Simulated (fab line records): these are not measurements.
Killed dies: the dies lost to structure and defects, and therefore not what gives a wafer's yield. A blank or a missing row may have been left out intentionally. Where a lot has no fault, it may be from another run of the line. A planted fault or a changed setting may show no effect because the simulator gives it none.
A lot that was struck, set against a sound lot | flow nand harc | 21 steps out of a route of 1159
Sound: these wafers, L727.3, L727.4, L727.5. The struck wafers were L737.1, L737.5, L737.6. The cause comes at the end.
Per side, at each step with rows, come the tool, then ch with its chambers, and then its first start. Under that, the readings that differ: sound wafers | struck wafers | difference of the means | sigmas: that difference in standard deviations of wafers without a fault.
alike: readings whose means differ by less than 2 such deviations, and words and numbers that are the same on both sides. not compared: withheld readings, readings that some wafer has no value for, bounds like >300 that may hide the same value, and numbers for which the record gives no deviation and whose values overlap.
Wherever a step has rows on one side only, a row that says differs or no value, or a row with sigmas, the two part there. When numbers do not overlap yet have no deviation, they are printed without sigmas and do not part them. A reading that every wafer of one side lacks parts them only if that side has two wafers or more.

NHARC_A_BLC_CMP_25: polishes, t overpolish 30 s, target thk 150 nm.
  sound on cmp-01 ch 1,2, day 19 20:38; struck on cmp-03 ch 0,1,3, day 23 08:26
  reading             | sound          | struck        | difference | sigmas
  motor current A (A) | 12.2 14.2 14.1 | 9.6 10.2 11.1 | -3.2       | -3
  alike: overpolish run s, slurry filter dp kPa, time to endpoint s
following that, these wafers have no rows for 1 step: NHARC_A_BLC_SRD_27.
NHARC_A_BLC_INSPECT_28:
  sound on defect inspect-01, day 19 21:02; struck on defect inspect-02, day 23 08:47
  alike: raw defect count
then, 8 steps without rows for these wafers: NHARC_A_M0_DEP_00 (deposits SiOC, target thk 150 nm); NHARC_A_M0_DEHYDRATE_01 (time 120 s); NHARC_A_M0_HMDS_02 (time 30 s); NHARC_A_M0_COAT_33 (time 65 s); NHARC_A_M0_COAT_03 (resist thk 90 nm); NHARC_A_M0_SOFTBAKE_04 (time 55 s); NHARC_A_M0_EBR_05; NHARC_A_M0_EXPOSE_06 (exposes mask A M0, target cd 80 nm).
NHARC_A_M0_PEB_07: peb time 65 s.
  sound on litho track-04 ch 0, day 19 22:00; struck on litho track-01 ch 0, day 23 09:46
  reading                  | sound              | struck            | difference | sigmas
  heater power total W (W) | 156.3 156.0 156.7  | 151.9 150.9 151.2 | -5.0       | -12
  plate temp C (C)         | 100.04 99.81 99.89 | 97.31 97.48 97.35 | -2.53      | -19
then, 1 step without rows for these wafers: NHARC_A_M0_DEVELOP_08 (develop time 35 s).
NHARC_A_M0_CD_MEAS_09: the cd target is 80 nm.
  sound on cd sem-01 ch 0, day 19 22:05; struck on cd sem-03 ch 0, day 23 09:50
  reading    | sound          | struck         | difference | sigmas
  cd nm (nm) | 80.1 80.3 80.7 | 70.5 71.5 70.2 | -9.6       | -13
NHARC_A_M0_OVL_MEAS_10: pitch 160 nm.
  sound on overlay-01, day 19 22:10; struck on overlay-01, day 23 09:56
  alike: overlay x nm, overlay y nm
NHARC_A_M0_INSPECT_11:
  sound on defect inspect-02, day 19 22:12; struck on defect inspect-01, day 23 09:58
  alike: raw defect count
NHARC_A_M0_DESCUM_14: chemistry O2, time 3 s.
  sound on rie diel-10 ch 0,1, day 19 22:16; struck on rie diel-05 ch 1,2, day 23 10:02
  reading               | sound            | struck           | difference | sigmas
  model.A_M0.cd nm (nm) | 81.15 80.41 81.3 | 70.92 71.1 70.77 | -10.02     |
  alike: drypump motor current A, oes product au, rf vpp V, showerhead plenum p Torr, throttle valve pct
  not compared: rf hours counter h
NHARC_A_M0_ETCH_34: etches the open film in N2/H2, target depth 40 nm, overetch 12 nm, time 43.94 s.
  sound on rie diel-10 ch 1,3, day 19 22:21; struck on rie diel-05 ch 1,2,3, day 23 10:08
  alike: drypump motor current A, oes product au, rf vpp V, showerhead plenum p Torr, throttle valve pct
  not compared: rf hours counter h
NHARC_A_M0_ETCH_15: etches the open film in C4F8/Ar, target depth 150 nm, overetch 15 nm, time 82.5 s.
  sound: rie diel-10 ch 0,1; struck: rie diel-05 ch 1,2,3
  reading               | sound             | struck            | difference | sigmas
  oes product au (a.u.) | 0.913 0.913 0.903 | 0.967 0.954 0.952 | +0.048     | +2
  model.A_M0.cd nm (nm) | 80.87 80.38 81.13 | 71.13 71.29 70.86 | -9.70      |
  alike: rf vpp V
  not compared: rf hours counter h
NHARC_A_M0_CD_MEAS_16:
  sound on cd sem-02, day 19 22:34; struck on cd sem-01, day 23 10:20
  reading    | sound          | struck         | difference | sigmas
  cd nm (nm) | 81.2 80.0 81.3 | 71.3 71.5 70.7 | -9.7       | -11
NHARC_END_SORT_01:
  the record has rows for the sound wafers here (prober-02 ch 0, day 21 17:28) and none for the struck ones

## WHERE THEY PART
First at NHARC_A_BLC_CMP_25; last, within this record, at NHARC_END_SORT_01.

WHY: whatever the simulator had introduced
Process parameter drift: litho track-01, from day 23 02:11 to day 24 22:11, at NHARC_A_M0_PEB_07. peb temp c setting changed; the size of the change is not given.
